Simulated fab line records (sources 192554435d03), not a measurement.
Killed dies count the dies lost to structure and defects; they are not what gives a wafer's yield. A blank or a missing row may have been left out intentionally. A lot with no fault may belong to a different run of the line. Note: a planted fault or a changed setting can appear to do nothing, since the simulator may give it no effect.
fab line records	flow n5-finfet
[record] lots = 6	wafers = 18	last-day = 17
route steps=1938 shown BEOL_M3@937 BEOL_M4@1111
lots that met no fault: taken from a fault-free run of the same line
start-h: hours from the record's opening day to when the first of the lot's shown wafers began	wait-h: hours since the lot's step before	" same as the row above	L1.1+2: one row covering several wafers at once	- no value, or no start given	* or withheld: withheld	< > ~ a bound
route shown NAME@n: names a module that has steps shown in the file, with the first one's number in the route	usual: mean/standard deviation of fault-free wafers	same: alike in all rows	chamber/n: place in a boat	sites: each site's reading	_std_site: standard deviation of those values	_edge_site: mean of outer sites minus mean of inner sites	radius-mm: for every site, how far away it sits from the centre of the wafer	mask NAME#n: copy n	behind: tool/chamber where the wafer was last shaped	hold: why the lot was held/for how many hours/how that ended	device: which transistor (n, p or np) failed to switch	end of line: at the end of the route, the tests of the same wafers	a step without rows: its recipe alone	killed: at the first sort, the dies lost to defects and structure; wafer yield is something else	map: dies across one wafer; x = killed, . = not, _ = none there
set.NAME: the setting as run; set.NAME@STEP: as run at that earlier step	model.NAME: the simulator's own value behind a step, which no gauge read
lots seen at some steps along the route; tables by step, rows by wafer
services: from which hour (start-h, from the record's first day; less than 0 if before it) a tool's chamber was out of use, for how many hours, and why
[[steps]]
[step N5_BEOL_M3_COAT_73]
[recipe] resist = underlayer	temp-c = 205	time-s = 60	spin-rpm = 1500	resist-thk-nm = 5
[step N5_BEOL_M3_COAT_05]
[recipe] resist = CAR-EUV	spin-rpm = 1500	resist-thk-nm = 30
[step N5_BEOL_M3_EBR_07]
[recipe] solvent = PGMEA	ebr-width-mm = 1.5
[step N5_BEOL_M3_SOFTBAKE_06]
[recipe] temp-c = 110	time-s = 60	resist = CAR-EUV
[step N5_BEOL_M3_EXPOSE_08]
[recipe] mask-id = M3	na = 0.33	source-shape = dipole	sigma-inner = 0.369	sigma-outer = 0.767	polarization = unpolarized	dose-mj = 33
[step N5_BEOL_M3_PEB_09]
[recipe] peb-temp-c = 100	peb-time-s = 60	resist = CAR-EUV
[step N5_BEOL_M3_DEVELOP_10]
[recipe] develop-time-s = 30	developer = TMAH	resist = CAR-EUV	rinse-liquid = surfactant-rinse	dry = air-spin	dev-temp-c = 23
[step N5_BEOL_M3_CD_MEAS_11]
[recipe] target-cd-nm = 17.05	landing-energy-ev = 500	detector = se-inlens	polarity = opening
[usual] cd-nm = 17.03/0.24
lot.wafer	tool	chamber	start-h	wait-h	cd-nm
L617.1	cd-sem-02	0	142.84	-	17.45
L617.5	"	0	"	"	17.07
L617.6	"	0	"	"	16.89
L627.1	cd-sem-02	0	192.56	-	16.96
L627.2	"	0	"	"	17.05
L627.6	"	0	"	"	16.99
L634.2	cd-sem-03	0	236.29	-	17.07
L634.5	"	0	"	"	16.73
L634.6	"	0	"	"	16.80
L632.2	cd-sem-01	0	241.75	-	17.07
L632.3	"	0	"	"	16.93
L632.5	"	0	"	"	16.81
L639.1	cd-sem-01	0	276.64	-	17.45
L639.5	"	0	"	"	16.47
L639.6	"	0	"	"	17.16
L640.1	cd-sem-02	0	280.15	-	16.91
L640.4	"	0	"	"	17.10
L640.5	"	0	"	"	17.07
[step N5_BEOL_M3_OVL_MEAS_12]
[recipe] points-per-wafer = 522
[usual] M3_OVL = 0.6/0.65
lot.wafer	tool	chamber	start-h	wait-h	M3_OVL[nm]
L617.1	overlay-02	0	142.87	0.0	0.9
L617.5	"	0	"	"	1.1
L617.6	"	0	"	"	0.4
L627.1	overlay-01	0	192.59	0.0	0.7
L627.2	"	0	"	"	2.0
L627.6	"	0	"	"	1.5
L634.2	overlay-01	0	236.32	0.0	1.8
L634.5	"	0	"	"	0.7
L634.6	"	0	"	"	0.0
L632.2	overlay-02	0	241.79	0.0	0.4
L632.3	"	0	"	"	0.1
L632.5	"	0	"	"	0.9
L639.1	overlay-01	0	276.67	0.0	-0.3
L639.5	"	0	"	"	0.1
L639.6	"	0	"	"	-0.2
L640.1	overlay-01	0	280.18	0.0	0.7
L640.4	"	0	"	"	0.3
L640.5	"	0	"	"	0.2
[step N5_BEOL_M3_DESCUM_16]
[recipe] chemistry = O2	time-s = 7	source-power-w = 50	bias-power-w = 20	pressure-mtorr = 20	rf-frequency-hz = 2.712e+07	temp-c = 40	resist = CAR-EUV	o2-flow-sccm = 225
[usual] bias-power-w = 20.01/0.058	drypump-motor-current-A = 5.6/0.54	oes-product-au = 0.78/0.076	rf-vpp-V = 243.2/1.7	showerhead-plenum-p-Torr = 2.10/0.087	throttle-valve-pct = 20.41/0.22
lot.wafer	tool	chamber	start-h	wait-h	bias-power-w	drypump-motor-current-A	oes-product-au	rf-hours-counter-h	rf-vpp-V	showerhead-plenum-p-Torr	throttle-valve-pct
L617.1	rie-diel-05	3	142.96	0.0	20.08	5.8	0.70	201	244.7	2.18	20.27
L617.5	"	0	"	"	19.97	5.6	0.78	-	241.0	1.96	20.52
L617.6	"	3	"	"	20.05	5.8	0.70	-	244.2	2.18	20.27
L627.1	rie-diel-05	0	193.22	0.6	19.98	5.6	0.76	123	241.1	1.95	20.53
L627.2	"	1	"	"	19.96	6.1	0.83	63	244.4	2.21	20.15
L627.6	"	3	"	"	19.86	5.8	0.69	-	246.2	2.18	20.29
L634.2	rie-diel-05	0	236.41	0.0	20.05	5.6	0.75	136	240.1	1.95	20.58
L634.5	"	3	"	"	20.10	5.8	0.69	-	245.6	2.17	20.30
L634.6	"	2	"	"	19.86	6.7	0.80	-	244.8	2.19	20.01
L632.2	rie-diel-05	0	241.88	0.0	20.06	5.6	0.74	138	240.5	1.95	20.56
L632.3	"	1	"	"	19.96	6.1	0.81	77	245.4	2.20	20.17
L632.5	"	0	"	"	19.95	5.6	0.75	-	240.8	1.95	20.56
L639.1	rie-diel-03	3	277.15	0.4	20.09	5.4	0.96	3	243.8	2.16	20.16
L639.5	"	0	"	"	19.99	5.9	0.70	-	243.0	2.09	20.71
L639.6	"	1	"	"	20.06	6.1	0.86	-	242.7	2.03	20.29
L640.1	rie-diel-03	2	280.52	0.3	19.97	5.1	0.74	191	240.9	2.00	20.48
L640.4	"	1	"	"	20.13	6.1	0.85	75	242.8	2.03	20.31
L640.5	"	1	"	"	20.08	6.1	0.86	-	242.2	2.03	20.31
[step N5_BEOL_M3_ETCH_74]
[recipe] chemistry = N2/H2	target = underlayer	target-depth-a = 65	mask-material = CAR-EUV	time-s = 5.2	ion-energy-ev = 200	pressure-mtorr = 30	source-w = 840	bias-w = 150	n2-flow-sccm = 200	h2-flow-sccm = 200	ends = cleared
[usual] bias-w = 150.0/0.44	chamber-pressure-mTorr = 30.00/0.044	drypump-motor-current-A = 5.6/0.54	etch-rf-on-time-s = 5.16/0.12	n2-flow-sccm = 199.9/0.59	oes-product-au = 0.67/0.065	rf-vpp-V = 524/3.4	showerhead-plenum-p-Torr = 2.54/0.11	throttle-valve-pct = 17.81/0.27
lot.wafer	tool	chamber	start-h	wait-h	bias-w	chamber-pressure-mTorr	drypump-motor-current-A	etch-rf-on-time-s	n2-flow-sccm	oes-product-au	rf-hours-counter-h	rf-vpp-V	showerhead-plenum-p-Torr	throttle-valve-pct
L617.1	rie-diel-05	3	143.00	0.0	150.2	30.01	5.8	5.13	200.1	0.61	201	530	2.61	17.42
L617.5	"	0	"	"	150.0	30.02	5.6	5.05	199.4	0.67	-	517	2.35	17.80
L617.6	"	3	"	"	150.0	30.01	5.7	5.19	199.2	0.62	-	526	2.61	17.44
L627.1	rie-diel-05	0	193.25	0.0	150.3	30.08	5.6	4.96	199.4	0.66	123	519	2.35	17.82
L627.2	"	1	"	"	150.0	30.08	6.1	5.24	200.8	0.71	63	528	2.70	17.62
L627.6	"	3	"	"	150.6	29.98	5.8	5.20	199.6	0.61	-	526	2.61	17.44
L634.2	rie-diel-05	0	236.44	0.0	149.7	30.06	5.6	4.97	200.0	0.66	136	519	2.34	17.83
L634.5	"	3	"	"	151.1	29.94	5.8	5.13	200.4	0.59	-	527	2.60	17.48
L634.6	"	2	"	"	150.1	30.01	6.7	5.02	199.4	0.69	-	528	2.67	17.52
L632.2	rie-diel-05	0	241.91	0.0	149.6	29.99	5.6	5.01	200.2	0.66	138	519	2.34	17.83
L632.3	"	1	"	"	150.0	30.06	6.1	5.22	199.3	0.69	77	527	2.69	17.68
L632.5	"	0	"	"	150.1	30.00	5.6	4.93	199.6	0.66	-	517	2.34	17.85
L639.1	rie-diel-03	3	277.18	0.0	150.3	30.07	5.4	5.16	200.0	0.83	3	525	2.60	17.52
L639.5	"	0	"	"	150.3	29.89	5.9	5.37	200.2	0.60	-	522	2.53	18.12
L639.6	"	1	"	"	150.9	30.00	6.1	5.20	199.2	0.72	-	522	2.49	17.94
L640.1	rie-diel-03	2	280.55	0.0	150.9	30.02	5.1	5.28	200.4	0.62	191	521	2.40	17.64
L640.4	"	1	"	"	150.2	30.02	6.1	5.31	200.6	0.71	75	519	2.49	17.94
L640.5	"	1	"	"	149.4	30.08	6.1	5.32	200.0	0.71	-	523	2.49	17.95
[step N5_BEOL_M3_ETCH_63]
[recipe] chemistry = CF4	target = SiARC	target-depth-a = 156	mask-material = CAR-EUV	time-s = 26	ion-energy-ev = 80	pressure-mtorr = 40	source-w = 545	bias-w = 36	Ar_flow_sccm = 100	cf4-flow-sccm = 100	ends = cleared
[usual] bias-w = 36.00/0.1	cf4-flow-sccm = 100.03/0.3	drypump-motor-current-A = 5.6/0.54	etch-rf-on-time-s = 25.7/0.56	oes-product-au = 0.67/0.065	rf-vpp-V = 184.2/1.4	showerhead-plenum-p-Torr = 2.14/0.08	throttle-valve-pct = 15.54/0.22
lot.wafer	tool	chamber	start-h	wait-h	bias-w	cf4-flow-sccm	drypump-motor-current-A	etch-rf-on-time-s	oes-product-au	rf-hours-counter-h	rf-vpp-V	showerhead-plenum-p-Torr	throttle-valve-pct	model.CAR-EUV_of_BEOL_M3_COAT_05.thk-nm
L617.1	rie-diel-05	3	143.02	0.0	35.98	100.18	5.8	26.3	0.62	201	184.6	2.21	15.38	11
L617.5	"	0	"	"	35.97	99.92	5.6	25.2	0.67	-	180.8	2.00	15.54	11
L617.6	"	3	"	"	35.85	99.99	5.8	26.1	0.61	-	186.1	2.21	15.39	11.2
L627.1	rie-diel-05	0	193.27	0.0	36.00	100.34	5.6	25.2	0.66	123	181.8	1.99	15.56	11.2
L627.2	"	1	"	"	36.11	99.95	6.1	26.2	0.71	63	185.7	2.25	15.38	11.2
L627.6	"	3	"	"	36.01	100.13	5.8	25.8	0.61	-	184.8	2.20	15.42	11.4
L634.2	rie-diel-05	0	236.46	0.0	-	-	-	-	-	-	-	-	-	20.4
L634.5	"	3	"	"	-	-	-	-	-	-	-	-	-	20.4
L634.6	"	2	"	"	-	-	-	-	-	-	-	-	-	20.4
L632.2	rie-diel-05	0	241.93	0.0	-	-	-	-	-	-	-	-	-	20.2
L632.3	"	1	"	"	-	-	-	-	-	-	-	-	-	20.2
L632.5	"	0	"	"	-	-	-	-	-	-	-	-	-	20.2
L639.1	rie-diel-03	3	277.20	0.0	35.91	100.04	5.4	25.4	0.83	3	184.9	2.19	15.20	11.2
L639.5	"	0	"	"	35.78	99.97	5.9	27.4	0.59	-	184.0	2.13	15.78	11.4
L639.6	"	1	"	"	36.01	99.89	6.1	26.2	0.71	-	182.5	2.08	15.47	11.4
L640.1	rie-diel-03	2	280.57	0.0	35.78	99.43	5.0	25.9	0.63	191	183.1	2.06	15.74	11
L640.4	"	1	"	"	36.09	100.06	6.1	26.0	0.72	75	184.6	2.08	15.48	11.2
L640.5	"	1	"	"	35.97	100.11	6.1	26.0	0.72	-	184.4	2.08	15.47	11.2
[step N5_BEOL_M3_ETCH_64]
[recipe] chemistry = N2/H2	target = SOC	target-depth-a = 750	overetch-a = 150	mask-material = SiARC	temp-c = 40	time-s = 112.5	ion-energy-ev = 200	pressure-mtorr = 30	source-w = 840	bias-w = 150	n2-flow-sccm = 200	h2-flow-sccm = 200
[usual] bias-w = 150.0/0.46	chamber-pressure-mTorr = 30.001/0.028	drypump-motor-current-A = 5.6/0.54	n2-flow-sccm = 199.9/0.56	oes-product-au = 0.62/0.056	rf-vpp-V = 524/3.1	showerhead-plenum-p-Torr = 2.54/0.11	throttle-valve-pct = 17.78/0.27
lot.wafer	tool	chamber	start-h	wait-h	bias-w	chamber-pressure-mTorr	drypump-motor-current-A	n2-flow-sccm	oes-product-au	rf-hours-counter-h	rf-vpp-V	showerhead-plenum-p-Torr	throttle-valve-pct
L617.1	rie-diel-05	3	143.04	0.0	150.0	30.000	5.8	200.1	0.57	201	527	2.61	17.40
L617.5	"	0	"	"	149.4	30.033	5.6	200.1	0.62	-	518	2.35	17.74
L617.6	"	3	"	"	150.0	30.015	5.8	200.1	0.57	-	527	2.61	17.39
L627.1	rie-diel-05	0	193.30	0.0	150.0	30.010	5.6	199.9	0.60	123	518	2.35	17.75
L627.2	"	1	"	"	149.6	29.979	6.1	199.8	0.66	63	527	2.70	17.60
L627.6	"	3	"	"	150.5	29.951	5.8	200.3	0.56	-	526	2.61	17.41
L634.2	rie-diel-05	0	236.49	0.0	150.0	29.985	5.6	199.7	0.28	137	520	2.34	17.73
L634.5	"	3	"	"	150.1	29.984	5.8	201.1	0.26	-	526	2.60	17.39
L634.6	"	2	"	"	150.6	30.033	6.8	200.1	0.30	-	528	2.67	17.42
L632.2	rie-diel-05	0	241.96	0.0	150.1	30.026	5.6	199.1	0.28	138	519	2.34	17.73
L632.3	"	1	"	"	149.7	30.038	6.1	199.1	0.30	77	527	2.69	17.59
L632.5	"	0	"	"	150.0	29.987	5.6	199.8	0.28	-	518	2.34	17.73
L639.1	rie-diel-03	3	277.23	0.0	149.0	30.001	5.4	198.9	0.76	3	526	2.60	17.48
L639.5	"	0	"	"	150.8	29.990	5.9	199.2	0.57	-	523	2.53	18.11
L639.6	"	1	"	"	150.3	30.003	6.1	201.2	0.67	-	522	2.49	17.90
L640.1	rie-diel-03	2	280.60	0.0	149.7	29.996	5.0	200.8	0.58	191	519	2.40	17.61
L640.4	"	1	"	"	149.4	30.063	6.1	200.0	0.66	75	522	2.49	17.90
L640.5	"	1	"	"	149.4	29.960	6.1	200.0	0.67	-	523	2.49	17.89
[step N5_BEOL_M3_STRIP_65]
[recipe] chemistry = N2/H2	temp-c = 40	n2-flow-sccm = 200	h2-flow-sccm = 200	rf-frequency-hz = 6e+07
[step N5_BEOL_M3_STRIP_75]
[recipe] chemistry = N2/H2	temp-c = 40	n2-flow-sccm = 200	h2-flow-sccm = 200	rf-frequency-hz = 6e+07
[step N5_BEOL_M3_STRIP_66]
[recipe] chemistry = CF4	resist = SiARC	power-w = 300	bias-power-w = 75	pressure-mtorr = 50	cf4-flow-sccm = 150	rf-frequency-hz = 6e+07
[usual] bias-power-w = 75.04/0.21	drypump-motor-current-A = 5.6/0.54	oes-product-au = 0.78/0.071	power-w = 300.0/0.85	rf-vpp-V = 271.1/1.8	showerhead-plenum-p-Torr = 1.79/0.068	throttle-valve-pct = 13.53/0.22
lot.wafer	tool	chamber	start-h	wait-h	bias-power-w	drypump-motor-current-A	oes-product-au	power-w	rf-hours-counter-h	rf-vpp-V	showerhead-plenum-p-Torr	throttle-valve-pct
L617.1	rie-diel-05	3	143.17	0.0	75.01	5.8	0.71	299.9	201	271.1	1.85	13.40
L617.5	"	0	"	"	75.43	5.6	0.76	299.3	-	267.3	1.68	13.50
L617.6	"	3	"	"	75.00	5.8	0.71	301.1	-	272.3	1.85	13.40
L627.1	rie-diel-05	0	193.43	0.0	75.47	5.6	0.75	301.9	123	268.1	1.67	13.54
L627.2	"	1	"	"	75.07	6.1	0.82	300.5	63	275.2	1.90	13.38
L627.6	"	3	"	"	74.50	5.8	0.69	299.5	-	273.7	1.84	13.44
L634.2	rie-diel-05	0	236.61	0.0	75.26	5.6	0.74	299.8	137	268.4	1.67	13.58
L634.5	"	3	"	"	74.54	5.8	0.70	300.5	-	271.0	1.84	13.46
L634.6	"	2	"	"	74.86	6.7	0.78	299.0	-	274.1	1.87	13.19
L632.2	rie-diel-05	0	242.08	0.0	74.86	5.6	0.74	299.9	138	268.6	1.67	13.56
L632.3	"	1	"	"	75.04	6.1	0.81	300.1	77	272.3	1.89	13.42
L632.5	"	0	"	"	74.86	5.6	0.75	299.8	-	267.7	1.67	13.55
L639.1	rie-diel-03	3	277.36	0.0	75.16	5.4	0.94	298.9	3	271.7	1.84	13.15
L639.5	"	0	"	"	74.90	5.9	0.71	298.7	-	270.6	1.78	13.75
L639.6	"	1	"	"	75.23	6.1	0.83	301.5	-	270.6	1.75	13.47
L640.1	rie-diel-03	2	280.72	0.0	74.85	5.0	0.73	300.7	191	270.4	1.73	13.74
L640.4	"	1	"	"	75.26	6.1	0.83	299.2	75	270.0	1.75	13.47
L640.5	"	1	"	"	75.14	6.1	0.83	299.6	-	270.2	1.75	13.47
[step N5_BEOL_M3_HM_OPEN_17]
[recipe] chemistry = Cl2/BCl3	target-depth-a = 200	overetch-a = 60	target = TiN	mask-material = SOC	ion-energy-ev = 150	pressure-mtorr = 10	icp-w = 1000	bias-w = 126	Cl2_flow_sccm = 53.25	bcl3-flow-sccm = 21.75	Ar_flow_sccm = 25
[usual] drypump-motor-current-A = 5.7/0.4	he-backside-leak-sccm = 3.45/0.19	oes-product-au = 0.66/0.085	throttle-valve-pct = 22.20/0.28
lot.wafer	tool	chamber	start-h	wait-h	drypump-motor-current-A	he-backside-leak-sccm	oes-product-au	rf-hours-counter-h	throttle-valve-pct
L617.1	rie-metal-02	0	143.21	0.0	5.9	3.66	0.56	97	22.28
L617.5	"	1	"	"	5.3	3.18	0.68	-	22.45
L617.6	"	0	"	"	5.9	3.70	0.55	-	22.29
L627.1	rie-metal-03	0	193.47	0.0	5.8	3.52	0.62	75	22.47
L627.2	"	1	"	"	5.7	3.12	0.79	5	21.65
L627.6	"	0	"	"	5.8	3.45	0.62	-	22.45
L634.2	rie-metal-01	1	236.65	0.0	6.4	3.62	0.26	76	22.94
L634.5	"	0	"	"	5.4	3.61	0.32	-	22.70
L634.6	"	1	"	"	6.5	3.47	0.26	-	22.94
L632.2	rie-metal-01	0	242.12	0.0	5.4	3.47	0.32	14	22.70
L632.3	"	0	"	"	5.4	3.72	0.32	-	22.71
L632.5	"	0	"	"	5.4	3.52	0.32	-	22.71
L639.1	rie-metal-03	0	277.40	0.0	5.8	3.45	0.60	82	22.49
L639.5	"	1	"	"	5.7	3.11	0.74	-	21.64
L639.6	"	0	"	"	5.7	3.35	0.60	-	22.48
L640.1	rie-metal-02	1	280.76	0.0	5.3	3.51	0.64	51	22.48
L640.4	"	1	"	"	5.3	3.45	0.64	-	22.50
L640.5	"	1	"	"	5.3	3.49	0.64	-	22.49
[step N5_BEOL_M3_STRIP_19]
[recipe] chemistry = O2	power-w = 400	temp-c = 40	pressure-mtorr = 30	rf-frequency-hz = 6e+07	bias-power-w = 0	overash-fraction = 0.2	o2-flow-sccm = 225
[usual] drypump-motor-current-A = 5.6/0.5	oes-product-au = 0.78/0.078	rf-vpp-V = 3.6/0.47	showerhead-plenum-p-Torr = 2.10/0.083	throttle-valve-pct = 16.65/0.19
[same] bias-power-w = 0
lot.wafer	tool	chamber	start-h	wait-h	drypump-motor-current-A	oes-product-au	rf-hours-counter-h	rf-vpp-V	showerhead-plenum-p-Torr	throttle-valve-pct
L617.1	rie-diel-03	0	143.32	0.1	5.9	0.74	153	4.5	2.11	16.83
L617.5	"	2	"	"	5.1	0.77	-	3.1	2.02	16.70
L617.6	"	3	"	"	5.4	0.72	-	3.8	2.18	16.78
L627.1	rie-diel-03	2	193.65	0.2	5.0	0.75	161	3.6	2.02	16.71
L627.2	"	1	"	"	6.1	0.89	45	4.1	2.04	16.48
L627.6	"	3	"	"	5.4	0.70	-	4.2	2.17	16.80
L634.2	rie-diel-03	3	236.77	0.1	5.4	0.69	247	4.1	2.17	16.83
L634.5	"	0	"	"	6.0	0.72	-	3.4	2.10	16.88
L634.6	"	3	"	"	5.4	0.69	-	3.1	2.17	16.83
L632.2	rie-diel-03	2	242.23	0.1	5.1	0.74	177	3.3	2.01	16.75
L632.3	"	3	"	"	5.4	0.69	249	3.7	2.17	16.85
L632.5	"	2	"	"	5.1	0.74	-	4.2	2.01	16.74
L639.1	rie-diel-03	0	277.57	0.1	5.9	0.71	194	2.6	2.09	16.91
L639.5	"	2	"	"	5.0	0.73	-	4.7	2.01	16.78
L639.6	"	1	"	"	6.1	0.86	-	3.4	2.03	16.52
L640.1	rie-diel-03	1	281.02	0.2	6.1	0.86	75	3.0	2.03	16.51
L640.4	"	3	"	"	5.4	0.97	4	4.0	2.17	16.36
L640.5	"	2	"	"	5.1	0.74	-	3.3	2.01	16.80
[step N5_BEOL_M3_CD_MEAS_18]
[recipe] pitch-nm = 36	target-cd-nm = 18
[usual] cd-nm = 17.9/0.32
lot.wafer	tool	chamber	start-h	wait-h	cd-nm
L617.1	cd-sem-03	-	143.39	0.0	17.8
L617.5	"	-	"	"	18.1
L617.6	"	-	"	"	17.7
L627.1	cd-sem-01	-	193.72	0.0	18.2
L627.2	"	-	"	"	18.1
L627.6	"	-	"	"	17.8
L634.2	cd-sem-01	-	236.84	0.1	-
L634.5	"	-	"	"	-
L634.6	"	-	"	"	-
L632.2	cd-sem-03	-	242.31	0.1	-
L632.3	"	-	"	"	-
L632.5	"	-	"	"	-
L639.1	cd-sem-03	-	277.64	0.0	18.1
L639.5	"	-	"	"	17.3
L639.6	"	-	"	"	17.4
L640.1	cd-sem-01	-	281.09	0.0	18.0
L640.4	"	-	"	"	17.9
L640.5	"	-	"	"	18.2
[step N5_BEOL_M3_COAT_67]
[recipe] resist = SOC	temp-c = 250	time-s = 60	spin-rpm = 1500	resist-thk-nm = 60
[step N5_BEOL_M4_RC_MEAS_101]
[usual] DIBL_N = 36.3/1.6	DIBL_P = 36.2/2.1	IOFF_N = 0.16/0.031	IOFF_P = 0.21/0.034	ION_N = 673/11	ION_P = 461/7.4	SS_N = 71.6/0.55	SS_P = 73.3/0.66	VT_N = 251/3.2	VT_P = -251/3.5
lot.wafer	tool	chamber	start-h	wait-h	DIBL_N[mV/V]	DIBL_P[mV/V]	IOFF_N[nA/um]	IOFF_P[nA/um]	ION_N[uA/um]	ION_P[uA/um]	SS_N[mV/dec]	SS_P[mV/dec]	VT_N[mV]	VT_P[mV]
L617.1	prober-02	0	156.85	0.0	35.8	34.0	0.15	0.20	670	462	72.1	72.6	250	-251
L617.5	"	0	"	"	36.9	36.3	0.18	0.24	691	473	71.9	73.8	250	-249
L617.6	"	0	"	"	35.4	33.8	0.13	0.19	664	464	71.0	73.4	252	-251
L627.1	prober-01	0	210.89	0.0	32.9	32.4	0.12	0.15	676	463	71.4	72.2	254	-253
L627.2	"	0	"	"	35.5	35.3	0.14	0.19	675	462	71.1	73.2	255	-251
L627.6	"	0	"	"	33.6	33.7	0.13	0.16	681	463	71.8	73.3	253	-254
L639.1	prober-01	0	295.50	0.0	34.2	32.4	0.10	0.14	655	453	71.4	71.8	259	-256
L639.5	"	0	"	"	38.0	36.4	0.15	0.20	663	455	72.2	73.5	251	-252
L639.6	"	0	"	"	34.3	32.8	0.11	0.14	668	458	71.3	72.1	257	-257
L640.1	prober-01	0	297.85	0.0	35.5	35.7	0.15	0.17	680	464	71.4	72.9	250	-256
L640.4	"	0	"	"	37.2	38.6	0.20	0.23	682	467	71.6	74.1	247	-250
L640.5	"	0	"	"	38.1	39.8	0.20	0.25	686	470	72.0	74.1	247	-250
[[services]]
tool	chamber	start-h	hours	kind
rie-metal-03	1	120.69	-	clean
rie-metal-03	1	120.69	21.9	scheduled-down
rie-metal-03	1	120.69	21.9	vent-cycle
rie-metal-02	-	150.85	2.8	pm
rie-diel-05	-	159.79	0.5	repair
rie-diel-03	0	181.89	7.9	repair
rie-metal-01	1	225.19	7.6	repair
rie-diel-03	3	232.01	2.0	repair
rie-diel-03	3	245.09	-	clean
rie-diel-03	3	245.09	-	consumable-replace:focus-ring
rie-diel-03	3	245.09	17.9	scheduled-down
rie-diel-03	3	245.09	17.9	vent-cycle
rie-diel-03	3	266.40	4.3	repair
rie-metal-02	0	273.31	12.5	repair
[[key]]
[first-sign] step = N5_BEOL_M3_ETCH_63	reading = tool-record	direction = missing
[effect] step = N5_BEOL_M3_ETCH_64	reading = oes-product-au	direction = down	sigmas = 6	usual = 0.62	struck = 0.28
[effect] step = N5_BEOL_M3_HM_OPEN_17	reading = oes-product-au	direction = down	sigmas = 4.3	usual = 0.66	struck = 0.30
[effect] step = N5_BEOL_M3_CD_MEAS_18	reading = cd-nm	direction = missing
[model-effect] step = N5_BEOL_M3_ETCH_63	value = CAR-EUV_of_BEOL_M3_COAT_05.thk-nm	without = 11.13	struck = 20.3
met-at N5_BEOL_M3_ETCH_63
struck-wafers L632.2,L632.3,L632.5,L634.2,L634.5,L634.6
later-rows-left-out L632.2,L632.3,L632.5,L634.2,L634.5,L634.6
sort-left-out L632.2,L632.3,L632.5,L634.2,L634.5,L634.6
onset-between 193.27 236.46
[earlier-fault] kind = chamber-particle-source	tool = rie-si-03	chamber = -	onset-h = 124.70	steps = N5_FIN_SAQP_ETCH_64	rate-per-visit-cm2 = 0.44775	until-the-next-wet-clean = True
[fault] kind = skipped-step-whole	tool = rie-diel-05	chamber = -	onset-h = 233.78	steps = N5_BEOL_M3_ETCH_63	scope = struck-lots-only
// sort-left-out: the simulated sort isn't trusted on such a fault, so these wafers' sort isn't shown, and their yield isn't known
// later-rows-left-out: the simulator's readings of these wafers behind a module that went badly wrong aren't trusted and aren't shown, but for the sort
